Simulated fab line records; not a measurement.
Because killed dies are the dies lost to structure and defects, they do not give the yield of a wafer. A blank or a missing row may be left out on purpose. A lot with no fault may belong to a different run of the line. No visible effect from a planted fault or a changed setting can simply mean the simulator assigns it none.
The tool behind it: which one? / flow n5-finfet / 8 lots (24 wafers sampled), 1 step of a 1938-step route

== WHAT THE GAUGES READ, wafer by wafer ==
N5_BEOL_M4_RC_MEAS_101.
lot=L302; measured=day 7 22:36; on=prober-02; DIBL_N (mV/V)=37.7 35.5 36.2; DIBL_P (mV/V)=38.4 36.8 37.6; IOFF_N (nA/um)=0.178 0.155 0.157; IOFF_P (nA/um)=0.22 0.20 0.20; ION_N (uA/um)=671 675 679; ION_P (uA/um)=462 464 464; SS_N (mV/dec)=72.2 71.2 70.8; SS_P (mV/dec)=73.5 72.9 72.7; VT_N (mV)=250.2 251.4 250.2; VT_P (mV)=-250 -251 -252
lot=L308; measured=day 8 23:57; on=prober-01; DIBL_N (mV/V)=36.8 38.0 37.1; DIBL_P (mV/V)=35.8 36.4 36.3; IOFF_N (nA/um)=0.182 0.195 0.185; IOFF_P (nA/um)=0.28 0.28 0.29; ION_N (uA/um)=676 683 681; ION_P (uA/um)=470 467 471; SS_N (mV/dec)=71.2 72.1 71.8; SS_P (mV/dec)=73.6 74.5 73.5; VT_N (mV)=250.4 247.6 247.4; VT_P (mV)=-245 -242 -243
lot=L309; measured=day 9 03:59; on=prober-02; DIBL_N (mV/V)=34.6 35.2 36.4; DIBL_P (mV/V)=33.9 35.1 36.3; IOFF_N (nA/um)=0.136 0.148 0.181; IOFF_P (nA/um)=0.20 0.22 0.25; ION_N (uA/um)=661 678 688; ION_P (uA/um)=466 468 482; SS_N (mV/dec)=70.7 71.2 71.6; SS_P (mV/dec)=73.5 73.2 73.9; VT_N (mV)=250.5 251.3 246.8; VT_P (mV)=-249 -247 -246
lot=L310; measured=day 9 11:13; on=prober-02; DIBL_N (mV/V)=38.4 37.3 37.4; DIBL_P (mV/V)=38.1 38.3 37.4; IOFF_N (nA/um)=0.182 0.173 0.163; IOFF_P (nA/um)=0.22 0.21 0.19; ION_N (uA/um)=684 677 683; ION_P (uA/um)=467 461 466; SS_N (mV/dec)=71.4 72.0 71.9; SS_P (mV/dec)=73.2 72.5 73.1; VT_N (mV)=248.8 247.9 249.7; VT_P (mV)=-250 -248 -249
lot=L311; measured=day 10 06:21; on=prober-02; DIBL_N (mV/V)=39.1 37.1 38.8; DIBL_P (mV/V)=38.8 35.5 38.1; IOFF_N (nA/um)=0.219 0.158 0.207; IOFF_P (nA/um)=0.26 0.21 0.25; ION_N (uA/um)=698 676 698; ION_P (uA/um)=476 466 471; SS_N (mV/dec)=72.2 71.5 71.7; SS_P (mV/dec)=73.5 73.5 73.9; VT_N (mV)=243.5 249.8 244.3; VT_P (mV)=-246 -249 -246
lot=L314; measured=day 10 11:17; on=prober-01; DIBL_N (mV/V)=34.6 34.1 36.6; DIBL_P (mV/V)=32.7 32.2 35.1; IOFF_N (nA/um)=0.127 0.117 0.156; IOFF_P (nA/um)=0.18 0.17 0.21; ION_N (uA/um)=661 660 678; ION_P (uA/um)=454 453 460; SS_N (mV/dec)=71.4 71.3 71.4; SS_P (mV/dec)=72.3 72.0 73.0; VT_N (mV)=255.9 255.5 250.3; VT_P (mV)=-252 -253 -249
lot=L320; measured=day 12 19:10; on=prober-01; DIBL_N (mV/V)=33.6 34.9 34.4; DIBL_P (mV/V)=34.5 36.2 35.3; IOFF_N (nA/um)=0.101 0.126 0.112; IOFF_P (nA/um)=0.16 0.18 0.17; ION_N (uA/um)=653 663 657; ION_P (uA/um)=455 460 457; SS_N (mV/dec)=70.5 71.2 70.8; SS_P (mV/dec)=73.0 72.9 72.4; VT_N (mV)=258.6 253.7 257.3; VT_P (mV)=-256 -254 -256
lot=L322; measured=day 12 20:18; on=prober-02; DIBL_N (mV/V)=34.0 34.5 34.4; DIBL_P (mV/V)=34.0 35.2 33.8; IOFF_N (nA/um)=0.129 0.134 0.120; IOFF_P (nA/um)=0.18 0.20 0.18; ION_N (uA/um)=667 670 660; ION_P (uA/um)=467 467 459; SS_N (mV/dec)=71.0 71.1 70.2; SS_P (mV/dec)=73.1 72.5 72.6; VT_N (mV)=252.9 249.4 251.6; VT_P (mV)=-249 -250 -250

== TOOL THAT RAN EACH LOT (tool first, then ch and the chambers of the sampled wafers, then the start) ==
The record shows no process step preceding these readings.

== WHAT THE TOOLS THEMSELVES READ (means of the sampled wafers that have a number; where no wafer has one, the mark that the record gives instead) ==
The record holds no such reading with a usual standard deviation.

== THE ANSWER, worked out from the rows above alone ==
Rule: the lots themselves supply what counts as usual. The widest of any qualifying gaps counts: lots, ordered by their means at a reading, are off when they make up no more than a third of the lots, leave a main group of 4 or more, and stand apart from it by 3 or more times the standard deviation of that group's means. The tables above print the reading to a certain number of digits; a main group whose means all agree to those digits is not used. A lot without any number at a reading at which 4 lots or more have one is off too. All remaining lots with rows at the step are treated as sound. First the gauges in route order, then the tools' own readings, where a lot's mean is used as printed above. The first step at which some lot is off is used, and at that step the reading that is off furthest; a lot without a number counts as furthest.
No lot is off at any reading shown: from this, nothing can be told.

== WHAT THE SIMULATOR PUT IN ==
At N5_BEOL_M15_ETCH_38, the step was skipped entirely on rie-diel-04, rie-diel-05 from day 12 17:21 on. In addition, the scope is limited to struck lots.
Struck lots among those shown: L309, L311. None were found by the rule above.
